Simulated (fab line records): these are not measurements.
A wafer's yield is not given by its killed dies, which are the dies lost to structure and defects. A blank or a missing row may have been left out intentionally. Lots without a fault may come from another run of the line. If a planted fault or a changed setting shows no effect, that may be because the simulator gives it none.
Chamber matching -- flow nand_harc -- 4 sister chambers for NHARC_P_GATE_DESCUM_61 on rie_diel-09
The step chemistry O2, time 3 s. 7 wafers are shown with their chamber, then 7 later ones without.

WAFERS, EACH WITH ITS CHAMBER
wafer,chamber,showerhead_plenum_p_Torr (Torr),drypump_motor_current_A (A)
L084.4,3,2.03,5.1
L084.6,0,1.98,6.0
L083.1,1,1.94,5.7
L083.3,3,2.03,5.1
L083.6,1,1.95,5.7
L095.1,0,1.97,5.9
L095.3,2,2.06,5.8

WAFERS WITH NO CHAMBER GIVEN
wafer,showerhead_plenum_p_Torr (Torr),drypump_motor_current_A (A)
L095.4,1.94,5.8
L094.1,1.97,6.0
L094.2,2.02,5.1
L094.4,2.06,5.8
L096.2,2.02,5.1
L096.5,2.02,5.1
L096.6,1.97,6.0

THE CHAMBER EACH PASSED THROUGH
wafer,from the rows above,in truth
L095.4,1,1
L094.1,0,0
L094.2,3,3
L094.4,2,2
L096.2,3,3
L096.5,3,3
L096.6,0,0
Correct placement for 7 of the 7. Number that these rows cannot place: 0. Number placed wrongly: 0.
How it was worked out, from the rows above alone: a wafer's distance from a chamber is the root of the sum, over the readings, of the square of ((its reading less the chamber's mean) divided by the reading's scatter). The wafer belongs to the nearest chamber; if the next one is less than 2 further off, it can't be placed. For every chamber, the mean is computed from those of its wafers that are shown. The scatter is the square root of a quotient: the sum, over the shown wafers, of each reading's squared deviation from its chamber's mean, divided by wafers minus chambers.
